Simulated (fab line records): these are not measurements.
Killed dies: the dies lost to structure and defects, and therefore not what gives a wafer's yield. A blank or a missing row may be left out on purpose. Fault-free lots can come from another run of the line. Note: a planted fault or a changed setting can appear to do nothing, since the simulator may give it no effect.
Which of the tools did it?	flow n5_finfet	Sampling: 12 lots, 36 wafers, 3 of 1938 route steps

## WHAT EACH GAUGE READ, for each wafer
N5_BEOL_M6_RS_MEAS_57: measurement is done with a four-point probe. Usual: for M6_RS the level is 0.286 ohm/sq and the standard deviation is 0.0065.
lot	measured	on	M6_RS (ohm/sq)	flag
L780	day 8 15:53	film_metro-01	0.284 0.278 0.282	
L782	day 9 01:48	film_metro-01	0.286 0.286 0.285	
L781	day 9 01:44	film_metro-01	0.281 0.283 0.278	
L783	day 9 17:53	film_metro-02	0.272 0.283 0.275	
L788	day 11 08:32	film_metro-01	0.289 0.280 0.279	
L789	day 11 14:47	film_metro-02	0.283 0.288 0.278	
L793	day 12 17:37	film_metro-01	0.289 0.288 0.279	
L795	day 13 05:38	film_metro-02	0.288 0.283 0.286	
L798	day 13 20:19	film_metro-01	0.285 0.283 0.283	
L799	day 13 23:48	film_metro-01	0.285 0.293 0.288	
L800	day 14 01:41	film_metro-02	0.290 0.287 0.289	
L802	day 15 04:51	film_metro-01	0.279 0.283 0.281	

## WHICH TOOL RAN EACH LOT (tool, then ch and the chambers of the sampled wafers, then the start)
lot	N5_BEOL_M6_DEGAS_44	N5_BEOL_M6_SURFACE_TREAT_79
L780	pvd_sputter-01, day 8 12:57	pvd_sputter-02, day 8 14:37
L782	pvd_sputter-03, day 8 23:39	pvd_sputter-02, day 9 00:09
L781	pvd_sputter-02, day 8 23:41	pvd_sputter-01, day 9 00:10
L783	pvd_sputter-03, day 9 15:39	pvd_sputter-02, day 9 16:14
L788	pvd_sputter-02, day 11 05:19	pvd_sputter-02, day 11 05:56
L789	pvd_sputter-03, day 11 12:52	pvd_sputter-02, day 11 13:28
L793	pvd_sputter-03, day 12 15:04	pvd_sputter-02, day 12 15:28
L795	pvd_sputter-03, day 13 02:40	pvd_sputter-01, day 13 04:13
L798	pvd_sputter-02, day 13 18:28	pvd_sputter-01, day 13 18:53
L799	pvd_sputter-01, day 13 21:59	pvd_sputter-01, day 13 22:40
L800	pvd_sputter-02, day 14 00:01	pvd_sputter-03, day 14 00:25
L802	pvd_sputter-03, day 15 02:28	pvd_sputter-03, day 15 03:10
- N5_BEOL_M6_DEGAS_44: time 60 s.
- N5_BEOL_M6_SURFACE_TREAT_79

## AS READ BY THE TOOLS THEMSELVES (means over the sampled wafers that have a number; for cases with no such wafer, the mark the record gives instead)
N5_BEOL_M6_DEGAS_44. Usual: 338 W for heater_power_w, sd 36.
lot	tool	heater_power_w (W)	flag
L780	pvd_sputter-01	304	
L782	pvd_sputter-03	354	
L781	pvd_sputter-02	335	
L783	pvd_sputter-03	352	
L788	pvd_sputter-02	335	
L789	pvd_sputter-03	386	
L793	pvd_sputter-03	349	
L795	pvd_sputter-03	351	
L798	pvd_sputter-02	343	
L799	pvd_sputter-01	333	
L800	pvd_sputter-02	332	
L802	pvd_sputter-03	312	

## THE ANSWER, worked out from the rows above alone
Rule: a lot counts as off when the mean over its wafers that have a number is more than 3 standard deviations away from the usual mean. Also off: a lot with no number at a reading for which 4 or more lots have one. Where the step has rows for the other lots, those lots are counted as sound. The gauges are gone through in route order, then the tools' own readings, and for those a lot's mean is taken as printed above. At the first step where some lot is off, the reading lying furthest off is the one used; lots without a number count as furthest.
None of the lots is off at any reading shown; this tells nothing.

## WHAT WAS PUT IN BY THE SIMULATOR
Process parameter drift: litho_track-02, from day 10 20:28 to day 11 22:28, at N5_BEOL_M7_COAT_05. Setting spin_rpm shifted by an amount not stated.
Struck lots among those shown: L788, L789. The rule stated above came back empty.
